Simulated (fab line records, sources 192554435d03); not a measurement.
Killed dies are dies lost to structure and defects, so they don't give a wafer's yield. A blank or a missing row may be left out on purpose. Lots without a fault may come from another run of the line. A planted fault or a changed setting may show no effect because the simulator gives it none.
Split-lot experiment | flow n5_finfet | 7 lots, 21 wafers read, on a route of 1938 steps

THE SPLIT
At N5_BEOL_M2_COAT_62 (time 60 s, resist thk 12 nm), the setting spin_rpm was moved away from the recipe's 1500 rpm on 3 of the 21 wafers read, by -9.4% to +7.3%. The other wafers ran this setting at the recipe's value.

FROM THE SPLIT TO THE READING: what the file shows between them, 5 steps
- N5_BEOL_M2_COAT_73: time 60 s, resist thk 5 nm (also split here: temp_c)
- N5_BEOL_M2_COAT_05: resist thk 30 nm
- N5_BEOL_M2_EBR_07
- N5_BEOL_M2_DESCUM_16: chemistry O2, time 7 s
- N5_BEOL_M2_ETCH_74: etches underlayer in N2/H2, target depth 6.5 nm, time 5.2 s

THE READING
etch.depth_nm (the simulator's own value, which no gauge read), in nm, at N5_BEOL_M2_ETCH_63 (etches SiARC in CF4, target depth 15.6 nm, time 26 s). The file gives no usual value for it. The 18 wafers here that ran the recipe average 12.01 nm, standard deviation 0.024 nm.

wafer  | tool, chamber at the split | spin_rpm as run, rpm | against the recipe | etch.depth_nm, nm | against lot-mates on the recipe
L080.1 | litho_track-02, 0          | 1500                 | recipe             | 12.06             | -
L080.2 | litho_track-02, 0          | 1500                 | recipe             | 12.05             | -
L080.3 | litho_track-02, 0          | 1609                 | +7.3%              | 11.66             | -0.39
L081.2 | litho_track-05, 0          | 1500                 | recipe             | 12.04             | -
L081.5 | litho_track-05, 0          | 1500                 | recipe             | 12.03             | -
L081.6 | litho_track-05, 0          | 1359                 | -9.4%              | 12.63             | +0.60
L083.4 | litho_track-05, 0          | 1500                 | recipe             | 12                | -
L083.5 | litho_track-05, 0          | 1500                 | recipe             | 12.02             | -
L083.6 | litho_track-05, 0          | 1500                 | recipe             | 12.03             | -
L084.1 | litho_track-05, 0          | 1500                 | recipe             | 11.98             | -
L084.4 | litho_track-05, 0          | 1559                 | +3.9%              | 11.77             | -0.22
L084.6 | litho_track-05, 0          | 1500                 | recipe             | 12                | -
L086.1 | litho_track-02, 0          | 1500                 | recipe             | 12.03             | -
L086.3 | litho_track-02, 0          | 1500                 | recipe             | 12.01             | -
L086.5 | litho_track-02, 0          | 1500                 | recipe             | 11.99             | -
L093.2 | litho_track-05, 0          | 1500                 | recipe             | 12.01             | -
L093.3 | litho_track-05, 0          | 1500                 | recipe             | 11.98             | -
L093.5 | litho_track-05, 0          | 1500                 | recipe             | 11.99             | -
L095.3 | litho_track-05, 0          | 1500                 | recipe             | 11.99             | -
L095.6 | litho_track-05, 0          | 1500                 | recipe             | 11.99             | -
L095.4 | litho_track-05, 0          | 1500                 | recipe             | 12                | -

THE FIT
A straight line over all 21 wafers: etch.depth_nm changes by -0.0596 nm for each +1% of spin_rpm; r = -0.98; the points scatter about the line by 0.032 nm.
The same after taking each lot's own level away (the mean of its wafers on the recipe; 21 wafers): -0.0596 nm for each +1%; r = -1.00; scatter 0.016 nm.
On that fit, the largest move of spin_rpm shifts the reading by 0.56 nm.
The lots' own levels span 11.990 to 12.055 nm, that is 2.8 times the standard deviation above.
So the lot-to-lot level changes the slope little: the two slopes agree.
Check: with one of the wafers moved furthest among these (-9.4%) left out of the fit, the line predicts +0.514 nm for it against its lot-mates. It came out at +0.595 nm against them.

OTHER SPLITS ON THESE WAFERS
These wafers also went through other splits before the reading. Each is held against what the fit with the lots' levels taken away leaves over:
other split on the same wafers        | wafers away from the commonest value | r with etch.depth_nm (lot level and that fit taken away)
N5_MOL_CONTACT_COAG_ETCH_106 source_w | 9                                    | +0.33
N5_BEOL_M0_SAQP_COAT_08 spin_rpm      | 8                                    | +0.09
N5_BEOL_M0_CUTY_ETCH_63 source_w      | 6                                    | -0.16
N5_BEOL_M1_ILD_DEP_00 time_s          | 7                                    | -0.29
N5_BEOL_M1_COAT_05 spin_rpm           | 4                                    | +0.02
N5_BEOL_M1_EXPOSE_25 dose_mj          | 9                                    | +0.31
N5_BEOL_M2_COAT_73 temp_c             | 7                                    | +0.07

THE WHOLE CHAIN: every reading that the file lists as answering this split, in the file's order
step               | what it does                                         | reading                                                                          | change (the file's fit)                | r (the file's)
N5_BEOL_M2_COAT_62 | time 60 s, resist thk 12 nm                          | SiARC_of_BEOL_M2_COAT_62.thk_nm (the simulator's own value, which no gauge read) | -0.0596 nm for each +1% of the setting | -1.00
N5_BEOL_M2_ETCH_63 | etches SiARC in CF4, target depth 15.6 nm, time 26 s | etch.depth_nm (the simulator's own value, which no gauge read)                   | -0.0596 nm for each +1% of the setting | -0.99

THE FILE'S OWN FIT
etch.depth_nm changes by -0.0596 nm for each +1% of spin_rpm, r = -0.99.
